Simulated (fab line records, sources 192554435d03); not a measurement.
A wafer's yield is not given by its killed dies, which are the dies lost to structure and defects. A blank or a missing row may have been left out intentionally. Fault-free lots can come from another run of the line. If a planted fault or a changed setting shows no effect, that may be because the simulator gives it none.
Which tool did it? || flow n5-finfet || 72 wafers from 24 lots sampled at 3 of the route's 1938 steps

WHAT THE GAUGES READ, wafer by wafer
N5_BEOL_M0_OCD_MEAS_108.
{"lot": "L074", "measured": "day 6 00:35", "on": "ocd-02", "trench-depth-nm (nm)": "31.0 32.4 31.8"}
{"lot": "L075", "measured": "day 6 01:29", "on": "ocd-01", "trench-depth-nm (nm)": "32.2 33.0 33.0"}
{"lot": "L076", "measured": "day 6 09:27", "on": "ocd-01", "trench-depth-nm (nm)": "34.0 34.4 33.9"}
{"lot": "L077", "measured": "day 6 11:50", "on": "ocd-01", "trench-depth-nm (nm)": "32.8 33.0 32.9"}
{"lot": "L078", "measured": "day 7 02:17", "on": "ocd-01", "trench-depth-nm (nm)": "33.0 33.6 33.3"}
{"lot": "L079", "measured": "day 7 08:34", "on": "ocd-02", "trench-depth-nm (nm)": "33.2 32.4 33.0"}
{"lot": "L080", "measured": "day 7 08:34", "on": "ocd-01", "trench-depth-nm (nm)": "32.8 32.8 32.6"}
{"lot": "L081", "measured": "day 7 14:55", "on": "ocd-02", "trench-depth-nm (nm)": "33.0 33.3 32.3"}
{"lot": "L082", "measured": "day 7 20:58", "on": "ocd-01", "trench-depth-nm (nm)": "33.0 32.3 33.4"}
{"lot": "L083", "measured": "day 8 00:10", "on": "ocd-02", "trench-depth-nm (nm)": "32.1 33.4 32.9"}
{"lot": "L084", "measured": "day 8 12:51", "on": "ocd-02", "trench-depth-nm (nm)": "32.7 32.8 32.3"}
{"lot": "L085", "measured": "day 8 16:38", "on": "ocd-02", "trench-depth-nm (nm)": "31.8 32.1 31.6"}
{"lot": "L086", "measured": "day 9 09:11", "on": "ocd-02", "trench-depth-nm (nm)": "32.3 32.1 32.7"}
{"lot": "L087", "measured": "day 9 09:11", "on": "ocd-01", "trench-depth-nm (nm)": "33.1 33.8 32.9"}
{"lot": "L088", "measured": "day 9 16:32", "on": "ocd-01", "trench-depth-nm (nm)": "32.7 32.0 33.0"}
{"lot": "L089", "measured": "day 9 18:24", "on": "ocd-01", "trench-depth-nm (nm)": "32.4 32.1 32.1"}
{"lot": "L090", "measured": "day 9 23:57", "on": "ocd-01", "trench-depth-nm (nm)": "34.3 33.6 33.0"}
{"lot": "L091", "measured": "day 10 04:41", "on": "ocd-02", "trench-depth-nm (nm)": "31.8 33.3 32.3"}
{"lot": "L092", "measured": "day 10 06:50", "on": "ocd-02", "trench-depth-nm (nm)": "32.5 33.8 32.2"}
{"lot": "L093", "measured": "day 10 18:32", "on": "ocd-02", "trench-depth-nm (nm)": "32.4 32.3 33.1"}
{"lot": "L094", "measured": "day 10 23:58", "on": "ocd-02", "trench-depth-nm (nm)": "32.5 32.7 32.3"}
{"lot": "L095", "measured": "day 11 03:50", "on": "ocd-01", "trench-depth-nm (nm)": "31.1 32.3 33.5"}
{"lot": "L096", "measured": "day 11 07:50", "on": "ocd-01", "trench-depth-nm (nm)": "32.5 33.6 33.7"}
{"lot": "L097", "measured": "day 11 17:50", "on": "ocd-02", "trench-depth-nm (nm)": "32.9 33.2 33.1"}

EACH LOT AND THE TOOL THAT RAN IT (in order: tool; ch and the chambers of the sampled wafers; start)
{"lot": "L074", "N5_BEOL_M0_HM_OPEN_105": "rie-metal-03 ch 0,1, day 6 00:07", "N5_BEOL_M0_STRIP_142": "rie-diel-06 ch 0,3, day 6 00:30"}
{"lot": "L075", "N5_BEOL_M0_HM_OPEN_105": "rie-metal-01 ch 0,1, day 6 00:59", "N5_BEOL_M0_STRIP_142": "rie-diel-02 ch 2,3, day 6 01:25"}
{"lot": "L076", "N5_BEOL_M0_HM_OPEN_105": "rie-metal-03 ch 0,1, day 6 08:54", "N5_BEOL_M0_STRIP_142": "rie-diel-01 ch 1,3, day 6 09:22"}
{"lot": "L077", "N5_BEOL_M0_HM_OPEN_105": "rie-metal-03 ch 0,1, day 6 11:18", "N5_BEOL_M0_STRIP_142": "rie-diel-02 ch 0,1,3, day 6 11:45"}
{"lot": "L078", "N5_BEOL_M0_HM_OPEN_105": "rie-metal-03 ch 0,1, day 7 01:44", "N5_BEOL_M0_STRIP_142": "rie-diel-01 ch 1,2,3, day 7 02:12"}
{"lot": "L079", "N5_BEOL_M0_HM_OPEN_105": "rie-metal-01 ch 0,1, day 7 08:05", "N5_BEOL_M0_STRIP_142": "rie-diel-02 ch 1,3, day 7 08:29"}
{"lot": "L080", "N5_BEOL_M0_HM_OPEN_105": "rie-metal-02 ch 0,1, day 7 08:07", "N5_BEOL_M0_STRIP_142": "rie-diel-01 ch 0,1, day 7 08:29"}
{"lot": "L081", "N5_BEOL_M0_HM_OPEN_105": "rie-metal-03 ch 0,1, day 7 14:26", "N5_BEOL_M0_STRIP_142": "rie-diel-02 ch 0,1,3, day 7 14:50"}
{"lot": "L082", "N5_BEOL_M0_HM_OPEN_105": "rie-metal-01 ch 0,1, day 7 19:59", "N5_BEOL_M0_STRIP_142": "rie-diel-06 ch 0,1,3, day 7 20:53"}
{"lot": "L083", "N5_BEOL_M0_HM_OPEN_105": "rie-metal-01 ch 0,1, day 7 23:17", "N5_BEOL_M0_STRIP_142": "rie-diel-01 ch 1,2,3, day 8 00:05"}
{"lot": "L084", "N5_BEOL_M0_HM_OPEN_105": "rie-metal-02 ch 0,1, day 8 11:39", "N5_BEOL_M0_STRIP_142": "rie-diel-02 ch 0,1,3, day 8 12:46"}
{"lot": "L085", "N5_BEOL_M0_HM_OPEN_105": "rie-metal-01 ch 0,1, day 8 16:10", "N5_BEOL_M0_STRIP_142": "rie-diel-06 ch 2,3, day 8 16:33"}
{"lot": "L086", "N5_BEOL_M0_HM_OPEN_105": "rie-metal-01 ch 1, day 9 07:41", "N5_BEOL_M0_STRIP_142": "rie-diel-02 ch 2,3, day 9 09:07"}
{"lot": "L087", "N5_BEOL_M0_HM_OPEN_105": "rie-metal-02 ch 0, day 9 07:41", "N5_BEOL_M0_STRIP_142": "rie-diel-01 ch 0,2,3, day 9 09:05"}
{"lot": "L088", "N5_BEOL_M0_HM_OPEN_105": "rie-metal-01 ch 0,1, day 9 16:04", "N5_BEOL_M0_STRIP_142": "rie-diel-06 ch 0,2,3, day 9 16:27"}
{"lot": "L089", "N5_BEOL_M0_HM_OPEN_105": "rie-metal-02 ch 0,1, day 9 17:55", "N5_BEOL_M0_STRIP_142": "rie-diel-06 ch 0,3, day 9 18:19"}
{"lot": "L090", "N5_BEOL_M0_HM_OPEN_105": "rie-metal-01 ch 0,1, day 9 23:32", "N5_BEOL_M0_STRIP_142": "rie-diel-01 ch 1,2,3, day 9 23:52"}
{"lot": "L091", "N5_BEOL_M0_HM_OPEN_105": "rie-metal-03 ch 0,1, day 10 03:24", "N5_BEOL_M0_STRIP_142": "rie-diel-06 ch 0,1,3, day 10 04:37"}
{"lot": "L092", "N5_BEOL_M0_HM_OPEN_105": "rie-metal-01 ch 0,1, day 10 06:25", "N5_BEOL_M0_STRIP_142": "rie-diel-01 ch 0,2,3, day 10 06:45"}
{"lot": "L093", "N5_BEOL_M0_HM_OPEN_105": "rie-metal-01 ch 0,1, day 10 18:04", "N5_BEOL_M0_STRIP_142": "rie-diel-06 ch 1,2,3, day 10 18:28"}
{"lot": "L094", "N5_BEOL_M0_HM_OPEN_105": "rie-metal-03 ch 0, day 10 23:23", "N5_BEOL_M0_STRIP_142": "rie-diel-02 ch 0,2,3, day 10 23:53"}
{"lot": "L095", "N5_BEOL_M0_HM_OPEN_105": "rie-metal-02 ch 0,1, day 11 03:15", "N5_BEOL_M0_STRIP_142": "rie-diel-06 ch 0,1,2, day 11 03:45"}
{"lot": "L096", "N5_BEOL_M0_HM_OPEN_105": "rie-metal-01 ch 0,1, day 11 07:05", "N5_BEOL_M0_STRIP_142": "rie-diel-01 ch 2,3, day 11 07:45"}
{"lot": "L097", "N5_BEOL_M0_HM_OPEN_105": "rie-metal-01 ch 0,1, day 11 17:16", "N5_BEOL_M0_STRIP_142": "rie-diel-01 ch 1,2, day 11 17:45"}
- N5_BEOL_M0_HM_OPEN_105: chemistry Cl2/BCl3, target TiN, target depth 12 nm.
- N5_BEOL_M0_STRIP_142: strips in N2/H2, time 10 s.

AS READ BY THE TOOLS THEMSELVES (means over the sampled wafers that have a number; for cases with no such wafer, the mark the record gives instead)
N5_BEOL_M0_HM_OPEN_105.
{"lot": "L074", "tool": "rie-metal-03", "drypump-motor-current-A (A)": 5.0, "oes-product-au (a.u.)": 0.69, "throttle-valve-pct (%)": 21.75}
{"lot": "L075", "tool": "rie-metal-01", "drypump-motor-current-A (A)": 6.0, "oes-product-au (a.u.)": 0.82, "throttle-valve-pct (%)": 21.97}
{"lot": "L076", "tool": "rie-metal-03", "drypump-motor-current-A (A)": 5.0, "oes-product-au (a.u.)": 0.69, "throttle-valve-pct (%)": 21.74}
{"lot": "L077", "tool": "rie-metal-03", "drypump-motor-current-A (A)": 5.1, "oes-product-au (a.u.)": 0.70, "throttle-valve-pct (%)": 21.75}
{"lot": "L078", "tool": "rie-metal-03", "drypump-motor-current-A (A)": 5.1, "oes-product-au (a.u.)": 0.67, "throttle-valve-pct (%)": 21.82}
{"lot": "L079", "tool": "rie-metal-01", "drypump-motor-current-A (A)": 5.8, "oes-product-au (a.u.)": 0.84, "throttle-valve-pct (%)": 22.06}
{"lot": "L080", "tool": "rie-metal-02", "drypump-motor-current-A (A)": 6.4, "oes-product-au (a.u.)": 0.74, "throttle-valve-pct (%)": 21.93}
{"lot": "L081", "tool": "rie-metal-03", "drypump-motor-current-A (A)": 5.1, "oes-product-au (a.u.)": 0.67, "throttle-valve-pct (%)": 21.83}
{"lot": "L082", "tool": "rie-metal-01", "drypump-motor-current-A (A)": 6.0, "oes-product-au (a.u.)": 0.80, "throttle-valve-pct (%)": 21.99}
{"lot": "L083", "tool": "rie-metal-01", "drypump-motor-current-A (A)": 5.8, "oes-product-au (a.u.)": 0.84, "throttle-valve-pct (%)": 22.07}
{"lot": "L084", "tool": "rie-metal-02", "drypump-motor-current-A (A)": 6.3, "oes-product-au (a.u.)": 0.78, "throttle-valve-pct (%)": 21.78}
{"lot": "L085", "tool": "rie-metal-01", "drypump-motor-current-A (A)": 5.8, "oes-product-au (a.u.)": 0.83, "throttle-valve-pct (%)": 22.07}
{"lot": "L086", "tool": "rie-metal-01", "drypump-motor-current-A (A)": 5.6, "oes-product-au (a.u.)": 0.87, "throttle-valve-pct (%)": 22.16}
{"lot": "L087", "tool": "rie-metal-02", "drypump-motor-current-A (A)": 6.4, "oes-product-au (a.u.)": 0.69, "throttle-valve-pct (%)": 22.09}
{"lot": "L088", "tool": "rie-metal-01", "drypump-motor-current-A (A)": 5.8, "oes-product-au (a.u.)": 0.83, "throttle-valve-pct (%)": 22.07}
{"lot": "L089", "tool": "rie-metal-02", "drypump-motor-current-A (A)": 6.4, "oes-product-au (a.u.)": 0.73, "throttle-valve-pct (%)": 21.93}
{"lot": "L090", "tool": "rie-metal-01", "drypump-motor-current-A (A)": 6.0, "oes-product-au (a.u.)": 0.78, "throttle-valve-pct (%)": 22.01}
{"lot": "L091", "tool": "rie-metal-03", "drypump-motor-current-A (A)": 5.1, "oes-product-au (a.u.)": 0.66, "throttle-valve-pct (%)": 21.83}
{"lot": "L092", "tool": "rie-metal-01", "drypump-motor-current-A (A)": 6.0, "oes-product-au (a.u.)": 0.78, "throttle-valve-pct (%)": 21.99}
{"lot": "L093", "tool": "rie-metal-01", "drypump-motor-current-A (A)": 5.8, "oes-product-au (a.u.)": 0.82, "throttle-valve-pct (%)": 22.08}
{"lot": "L094", "tool": "rie-metal-03", "drypump-motor-current-A (A)": 5.0, "oes-product-au (a.u.)": 0.69, "throttle-valve-pct (%)": 21.70}
{"lot": "L095", "tool": "rie-metal-02", "drypump-motor-current-A (A)": 6.4, "oes-product-au (a.u.)": 0.72, "throttle-valve-pct (%)": 21.94}
{"lot": "L096", "tool": "rie-metal-01", "drypump-motor-current-A (A)": 6.0, "oes-product-au (a.u.)": 0.77, "throttle-valve-pct (%)": 22.01}
{"lot": "L097", "tool": "rie-metal-01", "drypump-motor-current-A (A)": 6.0, "oes-product-au (a.u.)": 0.77, "throttle-valve-pct (%)": 22.01}

N5_BEOL_M0_STRIP_142.
{"lot": "L074", "tool": "rie-diel-06", "drypump-motor-current-A (A)": 5.4, "oes-product-au (a.u.)": 0.74, "rf-vpp-V (V)": 60.4, "showerhead-plenum-p-Torr (Torr)": 2.56, "throttle-valve-pct (%)": 23.82}
{"lot": "L075", "tool": "rie-diel-02", "drypump-motor-current-A (A)": 5.2, "oes-product-au (a.u.)": 0.74, "rf-vpp-V (V)": 58.5, "showerhead-plenum-p-Torr (Torr)": 2.49, "throttle-valve-pct (%)": 24.16}
{"lot": "L076", "tool": "rie-diel-01", "drypump-motor-current-A (A)": 5.7, "oes-product-au (a.u.)": 0.89, "rf-vpp-V (V)": 59.6, "showerhead-plenum-p-Torr (Torr)": 2.56, "throttle-valve-pct (%)": 23.38}
{"lot": "L077", "tool": "rie-diel-02", "drypump-motor-current-A (A)": 5.5, "oes-product-au (a.u.)": 0.77, "rf-vpp-V (V)": 58.7, "showerhead-plenum-p-Torr (Torr)": 2.55, "throttle-valve-pct (%)": 23.81}
{"lot": "L078", "tool": "rie-diel-01", "drypump-motor-current-A (A)": 5.7, "oes-product-au (a.u.)": 0.84, "rf-vpp-V (V)": 57.9, "showerhead-plenum-p-Torr (Torr)": 2.56, "throttle-valve-pct (%)": 23.64}
{"lot": "L079", "tool": "rie-diel-02", "drypump-motor-current-A (A)": 5.2, "oes-product-au (a.u.)": 0.77, "rf-vpp-V (V)": 58.7, "showerhead-plenum-p-Torr (Torr)": 2.58, "throttle-valve-pct (%)": 23.88}
{"lot": "L080", "tool": "rie-diel-01", "drypump-motor-current-A (A)": 5.7, "oes-product-au (a.u.)": 0.88, "rf-vpp-V (V)": 58.7, "showerhead-plenum-p-Torr (Torr)": 2.58, "throttle-valve-pct (%)": 23.56}
{"lot": "L081", "tool": "rie-diel-02", "drypump-motor-current-A (A)": 5.5, "oes-product-au (a.u.)": 0.76, "rf-vpp-V (V)": 60.0, "showerhead-plenum-p-Torr (Torr)": 2.54, "throttle-valve-pct (%)": 23.81}
{"lot": "L082", "tool": "rie-diel-06", "drypump-motor-current-A (A)": 5.4, "oes-product-au (a.u.)": 0.83, "rf-vpp-V (V)": 58.8, "showerhead-plenum-p-Torr (Torr)": 2.52, "throttle-valve-pct (%)": 23.75}
{"lot": "L083", "tool": "rie-diel-01", "drypump-motor-current-A (A)": 5.7, "oes-product-au (a.u.)": 0.82, "rf-vpp-V (V)": 58.8, "showerhead-plenum-p-Torr (Torr)": 2.55, "throttle-valve-pct (%)": 23.65}
{"lot": "L084", "tool": "rie-diel-02", "drypump-motor-current-A (A)": 5.5, "oes-product-au (a.u.)": 0.75, "rf-vpp-V (V)": 59.5, "showerhead-plenum-p-Torr (Torr)": 2.54, "throttle-valve-pct (%)": 23.83}
{"lot": "L085", "tool": "rie-diel-06", "drypump-motor-current-A (A)": 5.6, "oes-product-au (a.u.)": 0.74, "rf-vpp-V (V)": 59.0, "showerhead-plenum-p-Torr (Torr)": 2.50, "throttle-valve-pct (%)": 23.87}
{"lot": "L086", "tool": "rie-diel-02", "drypump-motor-current-A (A)": 5.2, "oes-product-au (a.u.)": 0.72, "rf-vpp-V (V)": 59.9, "showerhead-plenum-p-Torr (Torr)": 2.56, "throttle-valve-pct (%)": 24.29}
{"lot": "L087", "tool": "rie-diel-01", "drypump-motor-current-A (A)": 5.7, "oes-product-au (a.u.)": 0.79, "rf-vpp-V (V)": 59.3, "showerhead-plenum-p-Torr (Torr)": 2.55, "throttle-valve-pct (%)": 23.83}
{"lot": "L088", "tool": "rie-diel-06", "drypump-motor-current-A (A)": 5.4, "oes-product-au (a.u.)": 0.71, "rf-vpp-V (V)": 57.7, "showerhead-plenum-p-Torr (Torr)": 2.55, "throttle-valve-pct (%)": 23.81}
{"lot": "L089", "tool": "rie-diel-06", "drypump-motor-current-A (A)": 5.7, "oes-product-au (a.u.)": 0.73, "rf-vpp-V (V)": 58.4, "showerhead-plenum-p-Torr (Torr)": 2.50, "throttle-valve-pct (%)": 23.96}
{"lot": "L090", "tool": "rie-diel-01", "drypump-motor-current-A (A)": 5.7, "oes-product-au (a.u.)": 0.80, "rf-vpp-V (V)": 59.6, "showerhead-plenum-p-Torr (Torr)": 2.55, "throttle-valve-pct (%)": 23.66}
{"lot": "L091", "tool": "rie-diel-06", "drypump-motor-current-A (A)": 5.4, "oes-product-au (a.u.)": 0.80, "rf-vpp-V (V)": 58.6, "showerhead-plenum-p-Torr (Torr)": 2.51, "throttle-valve-pct (%)": 23.79}
{"lot": "L092", "tool": "rie-diel-01", "drypump-motor-current-A (A)": 5.7, "oes-product-au (a.u.)": 0.77, "rf-vpp-V (V)": 59.8, "showerhead-plenum-p-Torr (Torr)": 2.54, "throttle-valve-pct (%)": 23.83}
{"lot": "L093", "tool": "rie-diel-06", "drypump-motor-current-A (A)": 5.4, "oes-product-au (a.u.)": 0.79, "rf-vpp-V (V)": 58.9, "showerhead-plenum-p-Torr (Torr)": 2.51, "throttle-valve-pct (%)": 23.72}
{"lot": "L094", "tool": "rie-diel-02", "drypump-motor-current-A (A)": 5.5, "oes-product-au (a.u.)": 0.72, "rf-vpp-V (V)": 59.0, "showerhead-plenum-p-Torr (Torr)": 2.48, "throttle-valve-pct (%)": 24.01}
{"lot": "L095", "tool": "rie-diel-06", "drypump-motor-current-A (A)": 5.2, "oes-product-au (a.u.)": 0.77, "rf-vpp-V (V)": 59.9, "showerhead-plenum-p-Torr (Torr)": 2.56, "throttle-valve-pct (%)": 23.64}
{"lot": "L096", "tool": "rie-diel-01", "drypump-motor-current-A (A)": 5.7, "oes-product-au (a.u.)": 0.74, "rf-vpp-V (V)": 58.8, "showerhead-plenum-p-Torr (Torr)": 2.52, "throttle-valve-pct (%)": 23.85}
{"lot": "L097", "tool": "rie-diel-01", "drypump-motor-current-A (A)": 5.7, "oes-product-au (a.u.)": 0.81, "rf-vpp-V (V)": 59.2, "showerhead-plenum-p-Torr (Torr)": 2.55, "throttle-valve-pct (%)": 23.76}

THE ANSWER, worked out from the rows above alone
Rule: the usual values come from the lots themselves. The widest of any qualifying gaps counts: lots, ordered by their means at a reading, are off when they make up no more than a third of the lots, leave a main group of 4 or more, and stand apart from it by 3 or more times the standard deviation of that group's means. A main group whose means are all the same, to the digits that the tables above print for the reading, isn't used. A lot without any number at a reading at which 4 lots or more have one is off too. All remaining lots with rows at the step are treated as sound. After the gauges, taken in route order, come the tools' own readings; for these a lot's mean is taken, as printed above. At the first step where some lot is off, the reading lying furthest off is the one used; lots without a number count as furthest.
Across all readings shown, no lot is off: no conclusion can be drawn from this.

WHAT HAD BEEN PUT IN BY THE SIMULATOR
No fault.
